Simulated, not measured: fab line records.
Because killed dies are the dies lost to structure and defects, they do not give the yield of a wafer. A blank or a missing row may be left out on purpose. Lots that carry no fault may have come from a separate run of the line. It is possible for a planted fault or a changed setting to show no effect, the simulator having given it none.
The same fault as seen by 2 desks || flow nandHarc || numbers are kept per desk, each desk with only its own; the story behind them comes last

## AT THE METROLOGY DESK
Means of the sampled wafers that have a number, per lot and without regard to the tool the lot ran on: this is what the gauges read. A lot is out of limits, marked OUT, if its mean lies more than 4 standard deviations from the usual mean; the brackets give that distance.
Columns: A = cdNm at NHARC_P_GATE_CD_MEAS_46, usual 719.8 nm; B = cdNm at NHARC_P_GATE_CD_MEAS_59, usual 720.0 nm
{"lot": "L211", "first seen here": "day 5 06:50", "A": 720.4, "B": 721.8}
{"lot": "L214", "first seen here": "day 5 18:43", "A": 719.6, "B": 718.5}
{"lot": "L215", "first seen here": "day 6 05:27", "A": 721.0, "B": 719.4}
{"lot": "L216", "first seen here": "day 6 07:01", "A": 718.3, "B": 719.1}
{"lot": "L217", "first seen here": "day 6 22:50", "A": 719.6, "B": 719.0}
{"lot": "L219", "first seen here": "day 7 06:52", "A": 721.4, "B": 720.1}
{"lot": "L221", "first seen here": "day 7 18:56", "A": 719.3, "B": 721.0}
{"lot": "L225", "first seen here": "day 8 11:16", "A": 720.0, "B": "712.4 (-5.4) OUT"}
{"lot": "L224", "first seen here": "day 8 16:46", "A": 720.9, "B": 722.2}
{"lot": "L228", "first seen here": "day 9 13:38", "A": 720.7, "B": "711.6 (-6.0) OUT"}
{"lot": "L234", "first seen here": "day 10 17:49", "A": 720.9, "B": 722.3}
{"lot": "L233", "first seen here": "day 10 18:02", "A": 718.9, "B": 721.1}
This desk's verdict: out of limits on L225, L228, starting with L225 at day 8 13:02 (cdNm at NHARC_P_GATE_CD_MEAS_59). Within limits: L211, L214, L215, L216, L217, L219, L221, L224, L234, L233.

## TOOL OWNER'S DESK, lithoTrack-05
The tool's own readings at NHARC_P_GATE_PEB_57 (peb time 85 s): means of the sampled wafers that have a number, for each lot that ran on this tool. A lot is out of limits, marked OUT, if its mean lies more than 4 standard deviations from the usual mean; the brackets give that distance.
Columns: A = heaterPowerTotalW at NHARC_P_GATE_PEB_57, usual 164.00 W; B = plateTempC at NHARC_P_GATE_PEB_57, usual 118.02 C
{"lot": "L215", "first seen here": "day 6 06:59", "A": 163.97, "B": 118.09}
{"lot": "L216", "first seen here": "day 6 08:43", "A": 163.79, "B": 117.99}
{"lot": "L219", "first seen here": "day 7 08:24", "A": 164.20, "B": 117.99}
{"lot": "L221", "first seen here": "day 7 20:38", "A": 163.77, "B": 117.90}
{"lot": "L225", "first seen here": "day 8 12:57", "A": "157.48 (-25) OUT", "B": "114.49 (-25) OUT"}
{"lot": "L228", "first seen here": "day 9 15:27", "A": "157.45 (-25) OUT", "B": "114.53 (-25) OUT"}
This desk's verdict: out of limits on L225, L228, starting with L225 at day 8 12:57 (heaterPowerTotalW at NHARC_P_GATE_PEB_57). Within limits: L215, L216, L219, L221.

## PUT TOGETHER
The tool owner's desk had the chance to raise an alarm at day 8 12:57 on L225, L228.
On L225, L228, the metrology desk was in a position to raise an alarm at day 8 13:02.
On lithoTrack-05, each named lot ran NHARC_P_GATE_PEB_57.

## WHAT WAS PUT IN BY THE SIMULATOR
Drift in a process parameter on lithoTrack-05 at NHARC_P_GATE_PEB_57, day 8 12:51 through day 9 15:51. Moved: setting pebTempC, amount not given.
Struck lots among those shown: L225, L228.
Time in hours from fault onset to the first out-of-limits reading at each desk: tool owner's desk 0, metrology desk 0.
